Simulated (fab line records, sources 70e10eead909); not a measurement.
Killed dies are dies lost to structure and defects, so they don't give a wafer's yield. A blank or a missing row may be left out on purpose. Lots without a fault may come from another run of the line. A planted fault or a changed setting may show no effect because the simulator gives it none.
Which tool did it? | flow nand_harc | 24 lots, 72 wafers sampled, at 6 steps of a route of 1302

WHAT THE GAUGES READ, wafer by wafer
NHARC_A_ONON_D2_THK_MEAS_08: measures by ellipsometry. Usual: thk_nm 999 nm, standard deviation 9.2.
lot  | measured     | on            | thk_nm (nm)    | flag
L074 | day 12 07:37 | film_metro-02 | 1000 1000 1000 |
L075 | day 12 20:10 | film_metro-02 | 1015 1016 1015 |
L076 | day 13 08:24 | film_metro-02 | 1000 999 999   |
L078 | day 13 13:55 | film_metro-01 | 1000 1002 1000 |
L077 | day 14 08:45 | film_metro-01 | 990 990 990    |
L079 | day 14 17:40 | film_metro-02 | 995 993 993    |
L080 | day 14 17:40 | film_metro-01 | 996 995 994    |
L081 | day 15 03:32 | film_metro-01 | 998 1000 999   |
L082 | day 15 15:00 | film_metro-01 | 1003 1004 1003 |
L083 | day 16 14:17 | film_metro-01 | 1006 1005 1005 |
L084 | day 16 14:17 | film_metro-01 | 989 990 989    |
L085 | day 16 22:36 | film_metro-01 | 983 982 983    |
L086 | day 16 22:27 | film_metro-01 | 991 989 988    |
L087 | day 18 09:49 | film_metro-02 | 1006 1004 1005 |
L088 | day 18 09:36 | film_metro-01 | 996 998 997    |
L089 | day 18 09:28 | film_metro-02 | 1008 1009 1009 |
L090 | day 19 04:31 | film_metro-01 | 997 996 995    |
L091 | day 19 04:46 | film_metro-02 | 982 983 982    |
L092 | day 20 08:31 | film_metro-02 | 1011 1010 1012 |
L093 | day 20 08:20 | film_metro-02 | 989 989 990    |
L094 | day 20 21:05 | film_metro-02 | 996 994 994    |
L095 | day 20 20:57 | film_metro-01 | 995 993 994    |
L096 | day 21 14:12 | film_metro-01 | 1019 1019 1017 |
L097 | day 22 04:38 | film_metro-01 | 1007 1005 1006 |

NHARC_A_ONON_D2_THK_MEAS_34: measures by ellipsometry. Usual: thk_nm 199.9 nm, standard deviation 3.
lot  | measured     | on            | thk_nm (nm)       | flag
L074 | day 12 19:09 | film_metro-02 | 198.4 203.6 199.1 |
L075 | day 13 08:14 | film_metro-01 | 195.5 197.2 198.7 |
L076 | day 13 19:59 | film_metro-01 | 199.7 197.7 201.7 |
L078 | day 14 01:25 | film_metro-02 | 200.9 199.2 205.3 |
L077 | day 14 20:21 | film_metro-02 | 201.1 196.4 202.2 |
L079 | day 15 04:55 | film_metro-01 | 192.6 198.0 200.3 |
L080 | day 15 04:53 | film_metro-02 | 195.5 200.9 202.6 |
L081 | day 15 14:49 | film_metro-01 | 194.2 196.0 194.1 |
L082 | day 16 02:37 | film_metro-02 | 200.5 204.6 203.4 |
L083 | day 17 02:16 | film_metro-01 | 198.6 205.8 200.4 |
L084 | day 17 02:13 | film_metro-01 | 195.8 203.4 196.7 |
L085 | day 17 09:40 | film_metro-02 | 198.8 198.7 200.1 |
L086 | day 17 09:41 | film_metro-01 | 192.5 197.8 196.5 |
L087 | day 18 21:23 | film_metro-02 | 199.6 200.7 202.2 |
L088 | day 18 21:35 | film_metro-01 | 196.3 199.2 198.5 |
L089 | day 18 21:23 | film_metro-01 | 199.6 202.4 200.5 |
L090 | day 19 15:44 | film_metro-02 | 200.5 200.0 200.8 |
L091 | day 19 15:44 | film_metro-01 | 191.6 199.0 195.4 |
L092 | day 20 19:40 | film_metro-02 | 202.3 202.3 202.5 |
L093 | day 20 19:37 | film_metro-01 | 203.2 199.6 206.4 |
L094 | day 21 08:19 | film_metro-01 | 206.4 200.2 201.9 |
L095 | day 21 08:13 | film_metro-02 | 199.6 198.8 200.6 |
L096 | day 22 01:27 | film_metro-02 | 199.1 202.0 202.1 |
L097 | day 22 15:48 | film_metro-01 | 197.8 198.4 203.1 |

WHICH TOOL RAN EACH LOT (tool, then ch and the chambers of the sampled wafers, then the start)
lot  | NHARC_A_CHANNEL_FILL_D1_ALD_15                 | NHARC_A_CHANNEL_FILL_D1_ETCHBACK_20 | NHARC_A_CHANNEL_FILL_D1_ETCHBACK_08           | NHARC_A_ONON_D2_DEP_33
L074 | ald_sin_batch-03 ch 0, day 9 17:38 or earlier  | rie_diel-09 ch 0,1,3, day 9 17:38   | rie_diel-03 ch 0,1, day 12 07:37 or earlier   | pecvd-02 ch 0,1,2, day 12 18:50
L075 | ald_sin_batch-01 ch 0, day 9 17:34             | rie_diel-01 ch 0,1,3, day 10 07:37  | rie_diel-01 ch 1,2,3, day 12 20:10 or earlier | pecvd-01 ch 1,2, day 13 07:49
L076 | ald_sin_batch-02 ch 0, day 10 20:49 or earlier | rie_diel-03 ch 0,2,3, day 10 20:49  | rie_diel-01 ch 1,3, day 13 08:24 or earlier   | pecvd-01 ch 0,1,2, day 13 19:34
L078 | ald_sin_batch-02 ch 0, day 11 04:33 or earlier | rie_diel-01 ch 0,1,3, day 11 04:33  | rie_diel-01 ch 0,2,3, day 13 13:55 or earlier | pecvd-02 ch 0,2, day 14 01:01
L077 | ald_sin_batch-03 ch 0, day 11 09:38 or earlier | rie_diel-01 ch 0,3, day 11 09:38    | rie_diel-01 ch 0,1, day 14 08:45 or earlier   | pecvd-04 ch 0,1,2, day 14 19:56
L079 | ald_sin_batch-03 ch 0, day 12 00:27 or earlier | rie_diel-01 ch 0,2,3, day 12 00:27  | rie_diel-09 ch 0,2,3, day 14 17:40 or earlier | pecvd-04 ch 0,1,2, day 15 04:29
L080 | ald_sin_batch-01 ch 0, day 12 06:29 or earlier | rie_diel-03 ch 0,2,3, day 12 06:29  | rie_diel-09 ch 0,1,2, day 14 17:40 or earlier | pecvd-02 ch 0,1,2, day 15 04:31
L081 | ald_sin_batch-02 ch 0, day 12 13:17 or earlier | rie_diel-09 ch 0,2,3, day 12 13:17  | rie_diel-01 ch 0,1,2, day 15 03:32 or earlier | pecvd-01 ch 0,2, day 15 14:24
L082 | ald_sin_batch-01 ch 0, day 13 03:23 or earlier | rie_diel-09 ch 0,3, day 13 03:23    | rie_diel-01 ch 0,2,3, day 15 15:00 or earlier | pecvd-04 ch 0,1,2, day 16 02:12
L083 | ald_sin_batch-02 ch 0, day 13 21:59 or earlier | rie_diel-09 ch 1,2, day 13 21:59    | rie_diel-03 ch 2,3, day 16 14:17 or earlier   | pecvd-04 ch 0,1,2, day 17 01:51
L084 | ald_sin_batch-02 ch 0, day 14 04:40 or earlier | rie_diel-09 ch 0,1, day 14 04:40    | rie_diel-01 ch 0,3, day 16 14:17 or earlier   | pecvd-01 ch 0,1,2, day 17 01:51
L085 | ald_sin_batch-01 ch 0, day 14 12:55 or earlier | rie_diel-01 ch 0,2,3, day 14 12:55  | rie_diel-01 ch 0,2,3, day 16 22:36 or earlier | pecvd-02 ch 1,2, day 17 09:18
L086 | ald_sin_batch-01 ch 0, day 14 12:55 or earlier | rie_diel-03 ch 1,2,3, day 14 12:55  | rie_diel-03 ch 1,2,3, day 16 22:27 or earlier | pecvd-04 ch 0,1,2, day 17 09:16
L087 | ald_sin_batch-01 ch 0, day 15 19:55 or earlier | rie_diel-01 ch 0,2,3, day 15 19:55  | rie_diel-03 ch 1,2,3, day 18 09:49 or earlier | pecvd-04 ch 0,2, day 18 21:04
L088 | ald_sin_batch-01 ch 0, day 15 19:53 or earlier | rie_diel-03 ch 0,2,3, day 15 19:53  | rie_diel-09 ch 0,3, day 18 09:36 or earlier   | pecvd-01 ch 0,2, day 18 21:06
L089 | ald_sin_batch-02 ch 0, day 15 19:53 or earlier | rie_diel-09 ch 0,1,2, day 15 19:53  | rie_diel-01 ch 0,2, day 18 09:28 or earlier   | pecvd-02 ch 0,1,2, day 18 21:01
L090 | ald_sin_batch-02 ch 0, day 16 12:49 or earlier | rie_diel-03 ch 1,3, day 16 12:49    | rie_diel-09 ch 1,2,3, day 19 04:31 or earlier | pecvd-04 ch 1,2, day 19 15:23
L091 | ald_sin_batch-02 ch 0, day 16 12:49 or earlier | rie_diel-09 ch 0,1,3, day 16 12:49  | rie_diel-01 ch 0,2,3, day 19 04:46 or earlier | pecvd-01 ch 0,1,2, day 19 15:20
L092 | ald_sin_batch-02 ch 0, day 17 14:47 or earlier | rie_diel-09 ch 0,2,3, day 17 14:47  | rie_diel-03 ch 0,1,3, day 20 08:31 or earlier | pecvd-04 ch 0,1, day 20 19:17
L093 | ald_sin_batch-02 ch 0, day 17 14:44 or earlier | rie_diel-01 ch 0,3, day 17 14:44    | rie_diel-09 ch 1,3, day 20 08:20 or earlier   | pecvd-02 ch 0,1, day 20 19:15
L094 | ald_sin_batch-03 ch 0, day 18 10:47 or earlier | rie_diel-03 ch 0,2, day 18 10:47    | rie_diel-09 ch 0,2,3, day 20 21:05 or earlier | pecvd-04 ch 1,2, day 21 07:53
L095 | ald_sin_batch-02 ch 0, day 18 14:16 or earlier | rie_diel-09 ch 1,2,3, day 18 14:16  | rie_diel-01 ch 0,2, day 20 20:57 or earlier   | pecvd-02 ch 0,1, day 21 07:50
L096 | ald_sin_batch-03 ch 0, day 19 00:43 or earlier | rie_diel-03 ch 0,1,3, day 19 00:43  | rie_diel-01 ch 0,2, day 21 14:12 or earlier   | pecvd-04 ch 1,2, day 22 01:05
L097 | ald_sin_batch-02 ch 0, day 19 15:11 or earlier | rie_diel-01 ch 1,2, day 19 15:11    | rie_diel-09 ch 0,1,3, day 22 04:38 or earlier | pecvd-04 ch 0,1, day 22 15:26
- NHARC_A_CHANNEL_FILL_D1_ALD_15: deposits SiNx, target thk 2 nm, pulse time 60 s, ald cycles 19.
- NHARC_A_CHANNEL_FILL_D1_ETCHBACK_20: etches the open film in C4F8/O2/Ar, target depth 27 nm, time 13.5 s.
- NHARC_A_CHANNEL_FILL_D1_ETCHBACK_08: etches the open film in C4F8, target depth 220 nm, time 110 s.
- NHARC_A_ONON_D2_DEP_33: deposits SiO2, target thk 200 nm.

WHAT THE TOOLS THEMSELVES READ (means of the sampled wafers that have a number; where no wafer has one, the mark that the record gives instead)
NHARC_A_CHANNEL_FILL_D1_ALD_15. Usual: precursor_pulse_height_rel 0.999, standard deviation 0.021.
lot  | tool             | precursor_pulse_height_rel | flag
L074 | ald_sin_batch-03 | 1.008                      |
L075 | ald_sin_batch-01 | 1.003                      |
L076 | ald_sin_batch-02 | 0.996                      |
L078 | ald_sin_batch-02 | 1.003                      |
L077 | ald_sin_batch-03 | 1.004                      |
L079 | ald_sin_batch-03 | 1.014                      |
L080 | ald_sin_batch-01 | 0.985                      |
L081 | ald_sin_batch-02 | 0.980                      |
L082 | ald_sin_batch-01 | 0.994                      |
L083 | ald_sin_batch-02 | 1.007                      |
L084 | ald_sin_batch-02 | 1.006                      |
L085 | ald_sin_batch-01 | 0.984                      |
L086 | ald_sin_batch-01 | 1.010                      |
L087 | ald_sin_batch-01 | 1.014                      |
L088 | ald_sin_batch-01 | 0.994                      |
L089 | ald_sin_batch-02 | 0.991                      |
L090 | ald_sin_batch-02 | 1.000                      |
L091 | ald_sin_batch-02 | 0.975                      |
L092 | ald_sin_batch-02 | 1.012                      |
L093 | ald_sin_batch-02 | 0.997                      |
L094 | ald_sin_batch-03 | 0.995                      |
L095 | ald_sin_batch-02 | 0.968                      |
L096 | ald_sin_batch-03 | 0.986                      |
L097 | ald_sin_batch-02 | 0.992                      |

NHARC_A_CHANNEL_FILL_D1_ETCHBACK_20. Usual: oes_product_au 0.97 a.u., standard deviation 0.036; rf_vpp_V 979 V, standard deviation 5.2.
lot  | tool        | oes_product_au (a.u.) | rf_vpp_V (V) | flag
L074 | rie_diel-09 | 1.01                  | 982          |
L075 | rie_diel-01 | 0.99                  | 978          |
L076 | rie_diel-03 | 0.92                  | 975          |
L078 | rie_diel-01 | 0.97                  | 978          |
L077 | rie_diel-01 | 1.00                  | 980          |
L079 | rie_diel-01 | 0.99                  | 982          |
L080 | rie_diel-03 | 0.94                  | 975          |
L081 | rie_diel-09 | 0.93                  | 979          |
L082 | rie_diel-09 | 1.01                  | 982          |
L083 | rie_diel-09 | 0.94                  | 974          |
L084 | rie_diel-09 | 0.93                  | 981          |
L085 | rie_diel-01 | 0.99                  | 983          |
L086 | rie_diel-03 | 0.98                  | 977          |
L087 | rie_diel-01 | 0.92                  | 981          |
L088 | rie_diel-03 | 0.99                  | 974          |
L089 | rie_diel-09 | 0.92                  | 977          |
L090 | rie_diel-03 | 0.99                  | 978          |
L091 | rie_diel-09 | 1.01                  | 982          |
L092 | rie_diel-09 | 1.01                  | 979          |
L093 | rie_diel-01 | 1.00                  | 981          |
L094 | rie_diel-03 | 0.93                  | 973          |
L095 | rie_diel-09 | 0.93                  | 979          |
L096 | rie_diel-03 | 1.00                  | 976          |
L097 | rie_diel-01 | 1.00                  | 976          |

NHARC_A_CHANNEL_FILL_D1_ETCHBACK_08. Usual: oes_product_au 0.96 a.u., standard deviation 0.038; rf_vpp_V 441.3 V, standard deviation 2.4.
lot  | tool        | oes_product_au (a.u.) | rf_vpp_V (V) | flag
L074 | rie_diel-03 | 0.93                  | 439.5        |
L075 | rie_diel-01 | 0.92                  | 442.7        |
L076 | rie_diel-01 | 0.99                  | 441.6        |
L078 | rie_diel-01 | 0.93                  | 442.5        |
L077 | rie_diel-01 | 0.93                  | 440.1        |
L079 | rie_diel-09 | 0.93                  | 441.4        |
L080 | rie_diel-09 | 0.93                  | 440.4        |
L081 | rie_diel-01 | 0.99                  | 440.4        |
L082 | rie_diel-01 | 0.99                  | 442.9        |
L083 | rie_diel-03 | 0.98                  | 440.5        |
L084 | rie_diel-01 | 0.92                  | 443.1        |
L085 | rie_diel-01 | 0.91                  | 442.8        |
L086 | rie_diel-03 | 0.91                  | 439.8        |
L087 | rie_diel-03 | 0.98                  | 439.9        |
L088 | rie_diel-09 | 1.02                  | 443.8        |
L089 | rie_diel-01 | 0.92                  | 443.6        |
L090 | rie_diel-09 | 0.99                  | 441.0        |
L091 | rie_diel-01 | 1.01                  | 442.5        |
L092 | rie_diel-03 | 0.95                  | 439.0        |
L093 | rie_diel-09 | 1.02                  | 442.9        |
L094 | rie_diel-09 | 0.94                  | 440.9        |
L095 | rie_diel-01 | 0.93                  | 440.6        |
L096 | rie_diel-01 | 1.01                  | 442.0        |
L097 | rie_diel-09 | 0.93                  | 442.2        |

NHARC_A_ONON_D2_DEP_33. Usual: heater_power_w 534 W, standard deviation 67; throttle_valve_pct 16.1 %, standard deviation 0.37.
lot  | tool     | heater_power_w (W) | throttle_valve_pct (%) | flag
L074 | pecvd-02 | 489                | 16.3                   |
L075 | pecvd-01 | 566                | 16.6                   |
L076 | pecvd-01 | 468                | 16.3                   |
L078 | pecvd-02 | 466                | 16.3                   |
L077 | pecvd-04 | 604                | 16.0                   |
L079 | pecvd-04 | 554                | 15.8                   |
L080 | pecvd-02 | 452                | 16.4                   |
L081 | pecvd-01 | 519                | 15.9                   |
L082 | pecvd-04 | 518                | 15.8                   |
L083 | pecvd-04 | 604                | 15.9                   |
L084 | pecvd-01 | 525                | 16.2                   |
L085 | pecvd-02 | 561                | 16.4                   |
L086 | pecvd-04 | 547                | 15.9                   |
L087 | pecvd-04 | 549                | 15.9                   |
L088 | pecvd-01 | 559                | 16.0                   |
L089 | pecvd-02 | 494                | 16.2                   |
L090 | pecvd-04 | 532                | 16.3                   |
L091 | pecvd-01 | 547                | 16.2                   |
L092 | pecvd-04 | 613                | 15.7                   |
L093 | pecvd-02 | 507                | 16.2                   |
L094 | pecvd-04 | 561                | 15.8                   |
L095 | pecvd-02 | 555                | 16.2                   |
L096 | pecvd-04 | 502                | 15.9                   |
L097 | pecvd-04 | 605                | 15.8                   |

THE ANSWER, worked out from the rows above alone
Rule: a lot is off if the mean of its wafers that have a number lies more than 3 standard deviations from the usual mean. A lot without any number at a reading at which 4 lots or more have one is off too. The other lots that the step has rows for count as sound. The gauges are gone through in route order, then the tools' own readings, and for those a lot's mean is taken as printed above. The first step at which some lot is off is used, and at that step the reading that is off furthest; a lot without a number counts as furthest.
No lot is off at any reading shown: from this, nothing can be told.

WHAT THE SIMULATOR HAD PUT IN
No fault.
